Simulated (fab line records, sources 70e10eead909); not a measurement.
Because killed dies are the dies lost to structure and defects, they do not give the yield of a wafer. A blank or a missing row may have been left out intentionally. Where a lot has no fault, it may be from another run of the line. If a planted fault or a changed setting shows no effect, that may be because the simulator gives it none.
Chamber matching -- flow nandHarc -- 4 sister chambers for NHARC_P_M1_ETCH_15 on rieDiel-05
The step etches the open film in C4F8/Ar, target depth 182.5 nm, time 91.2 s. 4 wafers are shown with their chamber, then 8 later ones without.

== WAFERS PAIRED WITH THEIR CHAMBERS ==
wafer,chamber,rfVppV (V)
L535.5,3,442.6
L536.4,1,440.2
L536.6,2,442.2
L537.2,0,444.8

== WAFERS WHOSE CHAMBER IS MISSING ==
wafer,rfVppV (V)
L537.5,443.0
L537.6,440.6
L547.2,440.4
L547.3,443.8
L547.4,441.0
L549.1,440.6
L549.2,440.3
L549.4,443.9

== WHICH CHAMBER EACH WENT THROUGH ==
wafer,from the rows above,in truth
L537.5,can't be placed: 3 or 2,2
L537.6,can't be placed: 1 or 2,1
L547.2,1,1
L547.3,can't be placed: 0 or 3 or 2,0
L547.4,can't be placed: 1 or 2 or 3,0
L549.1,can't be placed: 1 or 2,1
L549.2,1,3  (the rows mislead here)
L549.4,can't be placed: 0 or 3 or 2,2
Correct placement for 1 of the 8. Unplaceable from these rows: 6, with the true chamber sitting among the candidates in 5. Number placed wrongly: 1.
How it was worked out, from the rows above alone: a wafer's distance from a chamber is the root of the sum, over the readings, of the square of ((its reading less the chamber's mean) divided by the reading's scatter). The wafer belongs to the nearest chamber; if the next one is less than 2 further off, it can't be placed. For every chamber, the mean is computed from those of its wafers that are shown. The scatter (one wafer shown for each chamber): square how far every hidden wafer sits from the nearest shown wafer, average those squares and take the square root.
